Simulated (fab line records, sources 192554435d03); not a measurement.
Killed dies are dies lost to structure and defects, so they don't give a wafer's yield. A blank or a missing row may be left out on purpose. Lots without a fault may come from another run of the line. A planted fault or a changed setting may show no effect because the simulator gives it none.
Chamber matching | flow n5_finfet | N5_FIN_SAQP_MANDREL_ETCH_22 on rie_si-01: 4 sister chambers
The step etches a-Si in HBr/Cl2, stops on SiNx, target depth 60 nm, bt time 10 s, time 30 s. 24 wafers are shown with their chamber, then 12 later ones without.

WAFERS WITH THEIR CHAMBER
wafer  | chamber | throttle_valve_pct (%) | drypump_motor_current_A (A) | oes_product_au (a.u.)
L076.2 | 2       | 35.44                  | 6.3                         | 0.752
L076.3 | 3       | 35.43                  | 6.4                         | 0.791
L076.6 | 2       | 35.41                  | 6.3                         | 0.748
L080.1 | 3       | 35.44                  | 6.5                         | 0.780
L080.4 | 1       | 35.65                  | 6.4                         | 0.776
L080.6 | 2       | 35.41                  | 6.3                         | 0.757
L081.4 | 1       | 35.64                  | 6.4                         | 0.764
L081.5 | 3       | 35.42                  | 6.4                         | 0.782
L081.6 | 2       | 35.45                  | 6.3                         | 0.743
L084.1 | 0       | 34.86                  | 5.4                         | 0.756
L084.2 | 1       | 35.63                  | 6.4                         | 0.772
L084.3 | 2       | 35.44                  | 6.3                         | 0.754
L086.2 | 3       | 35.43                  | 6.4                         | 0.784
L086.3 | 2       | 35.43                  | 6.3                         | 0.754
L086.5 | 3       | 35.41                  | 6.4                         | 0.791
L088.1 | 1       | 35.65                  | 6.4                         | 0.776
L088.3 | 0       | 34.84                  | 5.4                         | 0.770
L088.4 | 3       | 35.42                  | 6.4                         | 0.792
L089.3 | 3       | 35.44                  | 6.5                         | 0.782
L089.5 | 1       | 35.65                  | 6.3                         | 0.770
L089.6 | 0       | 34.87                  | 5.4                         | 0.746
L090.2 | 1       | 35.66                  | 6.3                         | 0.770
L090.5 | 3       | 35.40                  | 6.4                         | 0.799
L090.6 | 2       | 35.43                  | 6.3                         | 0.750

SIGNATURES (means of the wafers above)
reading                 | chamber 0 | chamber 1 | chamber 2 | chamber 3 | scatter within a chamber
throttle_valve_pct      | 34.8567   | 35.6467   | 35.4300   | 35.4237   | 0.0138
drypump_motor_current_A | 5.400     | 6.367     | 6.300     | 6.425     | 0.0376
oes_product_au          | 0.75733   | 0.77133   | 0.75114   | 0.78763   | 0.00643
Rule: a wafer's distance from a chamber is the root of the sum, over the readings, of the square of ((its reading less the chamber's mean) divided by the reading's scatter). The wafer belongs to the nearest chamber; if the next one is less than 2 further off, it can't be placed. The scatter: the root of (the sum of the squares of (reading less its chamber's mean) over the shown wafers, divided by (wafers less chambers)).

WAFERS WITHOUT THEIR CHAMBER
wafer  | throttle_valve_pct (%) | drypump_motor_current_A (A) | oes_product_au (a.u.)
L091.2 | 34.87                  | 5.4                         | 0.758
L091.5 | 35.43                  | 6.3                         | 0.755
L091.6 | 35.64                  | 6.3                         | 0.775
L092.1 | 35.44                  | 6.3                         | 0.732
L092.4 | 34.89                  | 5.4                         | 0.760
L092.6 | 35.65                  | 6.4                         | 0.780
L094.1 | 35.66                  | 6.4                         | 0.754
L094.2 | 35.42                  | 6.4                         | 0.795
L094.6 | 35.62                  | 6.3                         | 0.785
L097.1 | 35.46                  | 6.3                         | 0.751
L097.2 | 35.44                  | 6.4                         | 0.776
L097.5 | 35.43                  | 6.3                         | 0.746

WHICH CHAMBER EACH WENT THROUGH
wafer  | from the rows above | in truth
L091.2 | 0                   | 0
L091.5 | 2                   | 2
L091.6 | 1                   | 1
L092.1 | 2                   | 2
L092.4 | 0                   | 0
L092.6 | 1                   | 1
L094.1 | 1                   | 1
L094.2 | 3                   | 3
L094.6 | 1                   | 1
L097.1 | 2                   | 2
L097.2 | 3                   | 3
L097.5 | 2                   | 2
Placed correctly: 12 of 12. Can't be placed from these rows: 0. Placed wrongly: 0.
